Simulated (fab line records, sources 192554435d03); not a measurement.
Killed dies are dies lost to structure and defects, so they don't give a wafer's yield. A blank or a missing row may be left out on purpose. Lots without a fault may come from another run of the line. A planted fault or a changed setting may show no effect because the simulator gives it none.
One fault seen from 2 desks | flow n5_finfet | each desk has only its own numbers; what lay behind them comes last

THE TOOL OWNER'S DESK: pvd_sputter-01
The tool's own readings at N5_BEOL_M12_SPUTTER_44 (material Ta, target thk 10 nm, time 16.13 s): means of the sampled wafers that have a number, for each lot that ran on this tool. A lot is out of limits, marked OUT, if its mean lies more than 4 standard deviations from the usual mean; the brackets give that distance.
Columns: A = bias_v at N5_BEOL_M12_SPUTTER_44, usual 79.9 V; B = throttle_valve_pct at N5_BEOL_M12_SPUTTER_44, usual 30.1 %
lot  | first seen here | A    | B
L994 | day 12 02:45    | 79.3 | 30.4
L997 | day 12 19:47    | 80.4 | 29.8
L112 | day 17 03:46    | 79.6 | 30.5
L113 | day 17 12:05    | 79.6 | 29.6
This desk's finding: nothing out of limits on any of the 4 lots.

THE METROLOGY DESK
What the gauges read, lot by lot, whatever tool the lot ran on: means of the sampled wafers that have a number. A lot is out of limits, marked OUT, if its mean lies more than 4 standard deviations from the usual mean; the brackets give that distance.
Columns: A = M13_ILD_THK at N5_BEOL_M13_THK_MEAS_01, usual 832 nm
lot  | first seen here | A
L992 | day 11 23:37    | 827
L994 | day 12 04:05    | 822
L993 | day 12 10:43    | 825
L997 | day 12 21:04    | 830
L996 | day 12 22:18    | 836
L100 | day 13 21:23    | 831
L106 | day 15 01:44    | 837
L110 | day 17 01:24    | 836
L112 | day 17 05:02    | 827
L113 | day 17 13:25    | 836
This desk's finding: nothing out of limits on any of the 10 lots.

PUT TOGETHER
The tool owner's desk saw nothing out of limits.
The metrology desk saw nothing out of limits.

WHAT THE SIMULATOR HAD PUT IN
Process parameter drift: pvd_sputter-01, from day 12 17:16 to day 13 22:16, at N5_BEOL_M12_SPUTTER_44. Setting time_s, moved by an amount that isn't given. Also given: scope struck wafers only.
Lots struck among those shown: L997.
